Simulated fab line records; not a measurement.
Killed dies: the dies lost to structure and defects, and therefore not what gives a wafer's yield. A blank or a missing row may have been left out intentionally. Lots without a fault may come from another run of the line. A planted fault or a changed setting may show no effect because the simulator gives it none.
Which tool is to blame? -- flow n5_finfet -- Sampling: 11 lots, 33 wafers, 4 of 1938 route steps

== WHAT EACH GAUGE READ, for each wafer ==
The record lacks any reading of a measuring or inspecting step that a usual standard deviation could be used to judge.

== TOOL THAT RAN EACH LOT (tool first, then ch and the chambers of the sampled wafers, then the start) ==
lot,N5_FIN_SAQP_ETCH_67,N5_FIN_SAQP_RECESS_71,N5_FIN_SAQP_HM_OPEN_33,N5_FIN_CUT_COAT_18
L811,"rie_diel-05 ch 0,1,2, day 2 01:55","vapor_etch-02 ch 0,1, day 2 02:01","rie_diel-05 ch 0,3, day 2 02:44","litho_track-05 ch 0, day 2 03:18"
L813,"rie_diel-03 ch 1,2, day 2 14:04","vapor_etch-01 ch 0,1, day 2 14:10","rie_diel-05 ch 0,3, day 2 14:52","litho_track-03 ch 0, day 2 15:26"
L816,"rie_diel-03 ch 1,2,3, day 3 08:25","vapor_etch-01 ch 0,1, day 3 08:31","rie_diel-03 ch 1,2,3, day 3 09:14","litho_track-03 ch 0, day 3 09:48"
L817,"rie_diel-01 ch 0,1,3, day 3 13:29","vapor_etch-01 ch 0,1, day 3 13:35","rie_diel-03 ch 1,2,3, day 3 14:17","litho_track-02 ch 0, day 3 14:52"
L819,"rie_diel-01 ch 0,1,3, day 4 02:04","vapor_etch-02 ch 0,1, day 4 02:10","rie_diel-01 ch 2,3, day 4 04:26","litho_track-03 ch 0, day 4 05:00"
L821,"rie_diel-05 ch 2,3, day 4 14:01","vapor_etch-01 ch 0,1, day 4 14:08","rie_diel-01 ch 0,1, day 4 15:09","litho_track-05 ch 0, day 4 15:43"
L823,"rie_diel-01 ch 1,2, day 5 02:38","vapor_etch-01 ch 0, day 5 02:44","rie_diel-03 ch 2,3, day 5 04:35","litho_track-05 ch 0, day 5 05:09"
L824,"rie_diel-05 ch 2,3, day 5 07:05","vapor_etch-01 ch 0,1, day 5 07:14","rie_diel-03 ch 0,1,3, day 5 07:54","litho_track-05 ch 0, day 5 08:28"
L828,"rie_diel-01 ch 0,1,3, day 6 06:43","vapor_etch-02 ch 0,1, day 6 06:49","rie_diel-05 ch 0,1,3, day 6 07:34","litho_track-05 ch 0, day 6 08:08"
L829,"rie_diel-03 ch 0,1,2, day 6 13:59","vapor_etch-01 ch 0,1, day 6 14:11","rie_diel-03 ch 0,1, day 6 14:55","litho_track-05 ch 0, day 6 15:28"
L834,"rie_diel-05 ch 0,2,3, day 7 19:46","vapor_etch-02 ch 0, day 7 19:52","rie_diel-01 ch 0,2, day 7 20:50","litho_track-03 ch 0, day 7 21:24"
- N5_FIN_SAQP_ETCH_67: etches SiNx in CH3F/O2, target depth 30 nm.
- N5_FIN_SAQP_RECESS_71: chemistry HF/NH3, target SiO2, target depth 3 nm, afs cycles 1, sublimation time 60 s.
- N5_FIN_SAQP_HM_OPEN_33: chemistry CH3F/O2, target SiNx, target depth 49.4 nm, time 70.6 s.
- N5_FIN_CUT_COAT_18: time 60 s, resist thk 230 nm.

== AS READ BY THE TOOLS THEMSELVES (means over the sampled wafers that have a number; for cases with no such wafer, the mark the record gives instead) ==
N5_FIN_SAQP_ETCH_67. Usual: bias_w 72.99 W, standard deviation 0.22; drypump_motor_current_A 5.7 A, standard deviation 0.36; oes_product_au 0.80 a.u., standard deviation 0.11; rf_vpp_V 301 V, standard deviation 5.7; showerhead_plenum_p_Torr 1.99 Torr, standard deviation 0.091; throttle_valve_pct 16.42 %, standard deviation 0.25.
lot,tool,bias_w (W),drypump_motor_current_A (A),oes_product_au (a.u.),rf_vpp_V (V),showerhead_plenum_p_Torr (Torr),throttle_valve_pct (%),flag
L811,rie_diel-05,72.91,5.6,0.83,296,1.99,16.42,
L813,rie_diel-03,72.90,5.6,0.81,304,1.99,16.47,
L816,rie_diel-03,73.05,5.8,0.81,306,2.02,16.33,
L817,rie_diel-01,73.21,6.0,0.78,299,1.95,16.58,
L819,rie_diel-01,72.95,6.0,0.78,299,1.95,16.59,
L821,rie_diel-05,72.94,5.6,0.79,302,2.09,16.44,
L823,rie_diel-01,72.93,5.3,0.78,303,1.96,16.32,
L824,rie_diel-05,72.93,5.5,0.78,303,2.09,16.45,
L828,rie_diel-01,72.85,6.0,0.94,300,2.03,16.30,
L829,rie_diel-03,73.04,5.6,0.77,301,1.97,16.41,
L834,rie_diel-05,73.01,5.5,0.78,300,2.01,16.49,

N5_FIN_SAQP_RECESS_71. Usual: 5.74 A for drypump_motor_current_A, sd 0.087.
lot,tool,drypump_motor_current_A (A),flag
L811,vapor_etch-02,5.81,
L813,vapor_etch-01,5.71,
L816,vapor_etch-01,5.71,
L817,vapor_etch-01,5.66,
L819,vapor_etch-02,5.77,
L821,vapor_etch-01,5.67,
L823,vapor_etch-01,5.76,
L824,vapor_etch-01,5.65,
L828,vapor_etch-02,5.81,
L829,vapor_etch-01,5.65,
L834,vapor_etch-02,5.84,

N5_FIN_SAQP_HM_OPEN_33. Usual: bias_w 72.98 W, standard deviation 0.21; drypump_motor_current_A 5.7 A, standard deviation 0.37; etch_rf_on_time_s 69.4 s, standard deviation 1.9; oes_product_au 0.68 a.u., standard deviation 0.092; rf_vpp_V 301 V, standard deviation 5.6; showerhead_plenum_p_Torr 1.99 Torr, standard deviation 0.093; throttle_valve_pct 16.38 %, standard deviation 0.23.
lot,tool,bias_w (W),drypump_motor_current_A (A),etch_rf_on_time_s (s),oes_product_au (a.u.),rf_vpp_V (V),showerhead_plenum_p_Torr (Torr),throttle_valve_pct (%),flag
L811,rie_diel-05,72.95,5.5,68.2,0.69,296,1.93,16.55,
L813,rie_diel-05,72.81,5.5,68.6,0.68,296,1.93,16.55,
L816,rie_diel-03,72.96,5.8,70.1,0.70,305,2.02,16.31,
L817,rie_diel-03,72.93,5.9,69.1,0.69,305,2.02,16.31,
L819,rie_diel-01,72.84,5.6,67.7,0.59,306,1.94,16.58,
L821,rie_diel-01,72.80,5.7,71.5,0.65,298,1.97,16.48,
L823,rie_diel-03,73.00,5.9,71.0,0.61,304,1.93,16.43,
L824,rie_diel-03,73.02,5.8,69.4,0.67,305,2.00,16.23,
L828,rie_diel-05,72.96,5.5,69.1,0.62,296,1.96,16.63,
L829,rie_diel-03,73.28,5.5,68.2,0.72,304,2.05,16.30,
L834,rie_diel-01,72.95,5.4,69.1,0.78,302,1.96,16.15,

N5_FIN_CUT_COAT_18. Usual: heater_power_total_W 500.5 W, standard deviation 1.8; plate_temp_C 249.99 C, standard deviation 0.16; resist_line_temp_C 22.99 C, standard deviation 0.1.
lot,tool,heater_power_total_W (W),plate_temp_C (C),resist_line_temp_C (C),flag
L811,litho_track-05,501.7,250.06,23.04,
L813,litho_track-03,499.8,249.87,23.01,
L816,litho_track-03,499.6,250.09,23.03,
L817,litho_track-02,499.2,250.03,23.09,
L819,litho_track-03,500.9,249.86,23.04,
L821,litho_track-05,500.2,249.82,22.97,
L823,litho_track-05,500.9,249.91,22.86,
L824,litho_track-05,499.1,250.21,23.15,
L828,litho_track-05,401.3,208.40,23.00,OFF
L829,litho_track-05,399.4,208.57,22.97,OFF
L834,litho_track-03,499.1,249.92,22.94,

== THE ANSWER, worked out from the rows above alone ==
Rule: lot off if the mean of its wafers having a number is beyond 3 standard deviations from the usual mean. A lot without any number at a reading at which 4 lots or more have one is off too. All remaining lots with rows at the step are treated as sound. After the gauges, taken in route order, come the tools' own readings; for these a lot's mean is taken, as printed above. The first step at which some lot is off is used, and at that step the reading that is off furthest; a lot without a number counts as furthest.
Off at N5_FIN_CUT_COAT_18 (plate_temp_C): L828, L829.
A tool fits if, at that step or a process step before it, it ran every lot that is off, and no sound lot after the first of them. One candidate fits, namely litho_track-05 at N5_FIN_CUT_COAT_18. A fault onset in the window from L824 (day 5 08:28, its last sound lot) to L828 (day 6 08:08, its first lot off) fits.
The tool's own readings at N5_FIN_CUT_COAT_18 bear it out: on the lots that are off they differ by more than 5 times the standard deviation of the sound lots' means. heater_power_total_W reads 400.4 W there against 500.1 W on the sound lots; plate_temp_C reads 208.49 C there against 249.97 C on the sound lots.

== WHAT THE SIMULATOR HAD PUT IN ==
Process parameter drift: litho_track-05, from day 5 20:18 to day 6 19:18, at N5_FIN_CUT_COAT_18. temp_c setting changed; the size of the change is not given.
Lots struck among those shown: L828, L829. The rule above found the same.
